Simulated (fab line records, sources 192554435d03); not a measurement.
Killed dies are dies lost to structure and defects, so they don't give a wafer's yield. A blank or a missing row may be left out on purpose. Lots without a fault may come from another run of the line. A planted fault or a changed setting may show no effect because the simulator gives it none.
Split-lot experiment | flow n5_finfet | 7 lots, 39 wafers read, on a route of 1938 steps

THE SPLIT
At N5_DUMMY_GATE_EXPOSE_12 (exposes mask GATE, target cd 25 nm), the setting dose_mj was moved away from the recipe's 34 on 18 of the 39 wafers read, by -7.6% to +7.5%. The other wafers ran this setting at the recipe's value.

FROM THE SPLIT TO THE READING: what the file shows between them, 10 steps
- N5_DUMMY_GATE_PEB_13: peb time 60 s
- N5_DUMMY_GATE_DEVELOP_14: develop time 30 s
- N5_DUMMY_GATE_CD_MEAS_15: target cd 25.8 nm
- N5_DUMMY_GATE_ETCH_37: etches SOC in N2/H2, target depth 60 nm, overetch 30 nm (also split here: source_w)
- N5_DUMMY_GATE_STRIP_38: strips in N2/H2
- N5_DUMMY_GATE_STRIP_39: strips in N2/H2
- N5_DUMMY_GATE_TRIM_49: chemistry O2, time 29 s, target cd 14 nm
- N5_DUMMY_GATE_STRIP_40: strips in CF4
- N5_DUMMY_GATE_CD_MEAS_50: target cd 14 nm
- N5_DUMMY_GATE_ETCH_44: etches poly-Si in HBr/O2, stops on SiO2, target depth 127.5 nm (also split here: target_depth_a)

THE READING
cd_nm, in nm, at N5_DUMMY_GATE_CD_MEAS_24 (target cd 15 nm). Fault-free wafers of this fab line usually give 15.3 nm, standard deviation 0.39 nm.

wafer  | tool, chamber at the split | dose_mj as run | against the recipe | cd_nm, nm | against lot-mates on the recipe
L076.1 | euv_scanner-02, 0          | 36.56          | +7.5%              | 14.4      | -1.4
L076.2 | euv_scanner-02, 0          | 36.56          | +7.5%              | 13.7      | -2.1
L076.3 | euv_scanner-02, 0          | 34             | recipe             | 15.4      | -
L076.4 | euv_scanner-02, 0          | 34             | recipe             | 15.8      | -
L076.5 | euv_scanner-02, 0          | 36.56          | +7.5%              | 14.5      | -1.3
L076.6 | euv_scanner-02, 0          | 34             | recipe             | 16.1      | -
L077.1 | euv_scanner-02, 0          | 34             | recipe             | 15.4      | -
L077.2 | euv_scanner-02, 0          | 31.57          | -7.1%              | 16.4      | +1.0
L077.3 | euv_scanner-02, 0          | 34             | recipe             | 15.7      | -
L077.4 | euv_scanner-02, 0          | 31.57          | -7.1%              | 16.8      | +1.4
L077.5 | euv_scanner-02, 0          | 31.57          | -7.1%              | 17.1      | +1.7
L077.6 | euv_scanner-02, 0          | 34             | recipe             | 15.0      | -
L081.1 | euv_scanner-01, 0          | 31.42          | -7.6%              | 16.6      | +1.1
L081.2 | euv_scanner-01, 0          | 34             | recipe             | 15.5      | -
L081.3 | euv_scanner-01, 0          | 31.42          | -7.6%              | 16.6      | +1.1
L081.4 | euv_scanner-01, 0          | 34             | recipe             | 15.7      | -
L081.5 | euv_scanner-01, 0          | 34             | recipe             | 15.2      | -
L081.6 | euv_scanner-01, 0          | 31.42          | -7.6%              | 17.1      | +1.6
L082.2 | euv_scanner-01, 0          | 34             | recipe             | 14.7      | -
L082.4 | euv_scanner-01, 0          | 34             | recipe             | 15.3      | -
L082.6 | euv_scanner-01, 0          | 34             | recipe             | 15.1      | -
L086.1 | euv_scanner-02, 0          | 34             | recipe             | 15.3      | -
L086.2 | euv_scanner-02, 0          | 36.17          | +6.4%              | 14.2      | -1.1
L086.3 | euv_scanner-02, 0          | 36.17          | +6.4%              | 13.3      | -2.0
L086.4 | euv_scanner-02, 0          | 34             | recipe             | 15.7      | -
L086.5 | euv_scanner-02, 0          | 36.17          | +6.4%              | 14.2      | -1.1
L086.6 | euv_scanner-02, 0          | 34             | recipe             | 14.9      | -
L090.1 | euv_scanner-01, 0          | 34             | recipe             | 14.9      | -
L090.2 | euv_scanner-01, 0          | 34             | recipe             | 14.9      | -
L090.3 | euv_scanner-01, 0          | 35.55          | +4.6%              | 13.9      | -1.2
L090.4 | euv_scanner-01, 0          | 35.55          | +4.6%              | 14.0      | -1.1
L090.5 | euv_scanner-01, 0          | 34             | recipe             | 15.4      | -
L090.6 | euv_scanner-01, 0          | 35.55          | +4.6%              | 14.2      | -0.9
L097.1 | euv_scanner-01, 0          | 35.79          | +5.3%              | 14.4      | -0.9
L097.2 | euv_scanner-01, 0          | 35.79          | +5.3%              | 14.0      | -1.3
L097.3 | euv_scanner-01, 0          | 35.79          | +5.3%              | 13.7      | -1.6
L097.4 | euv_scanner-01, 0          | 34             | recipe             | 15.5      | -
L097.5 | euv_scanner-01, 0          | 34             | recipe             | 15.9      | -
L097.6 | euv_scanner-01, 0          | 34             | recipe             | 14.4      | -

THE FIT
A straight line over all 39 wafers: cd_nm changes by -0.201 nm for each +1% of dose_mj; r = -0.91; the points scatter about the line by 0.41 nm.
The same after taking each lot's own level away (the mean of its wafers on the recipe; 39 wafers): -0.202 nm for each +1%; r = -0.94; scatter 0.34 nm.
On that fit, the largest move of dose_mj shifts the reading by 1.5 nm.
The lots' own levels span 15.03 to 15.77 nm, that is 1.9 times the standard deviation above.
So the lot-to-lot level changes the slope little: the two slopes agree.
Check: with one of the wafers moved furthest among these (-7.6%) left out of the fit, the line predicts +1.52 nm for it against its lot-mates. It came out at +1.13 nm against them.

OTHER SPLITS ON THESE WAFERS
These wafers also went through other splits before the reading. Each is held against what the fit with the lots' levels taken away leaves over:
other split on the same wafers               | wafers away from the commonest value | r with cd_nm (lot level and that fit taken away)
N5_PMOS_HMC_CHANNEL_EPI_FIN_RECESS_16 time_s | 15                                   | -0.28
N5_DUMMY_GATE_ETCH_37 source_w               | 6                                    | -0.32
N5_DUMMY_GATE_ETCH_44 target_depth_a         | 15                                   | -0.19

THE WHOLE CHAIN: every reading that the file lists as answering this split, in the file's order
step                     | what it does                             | reading                                                           | change (the file's fit)               | r (the file's)
N5_DUMMY_GATE_CD_MEAS_15 | target cd 25.8 nm                        | cd_nm                                                             | -0.187 nm for each +1% of the setting | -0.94
N5_DUMMY_GATE_TRIM_49    | chemistry O2, time 29 s, target cd 14 nm | DUMMY_GATE.cd_nm (the simulator's own value, which no gauge read) | -0.199 nm for each +1% of the setting | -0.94
N5_DUMMY_GATE_CD_MEAS_50 | target cd 14 nm                          | cd_nm                                                             | -0.207 nm for each +1% of the setting | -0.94
N5_DUMMY_GATE_CD_MEAS_24 | target cd 15 nm                          | cd_nm                                                             | -0.204 nm for each +1% of the setting | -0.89

THE FILE'S OWN FIT
cd_nm changes by -0.204 nm for each +1% of dose_mj, r = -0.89.
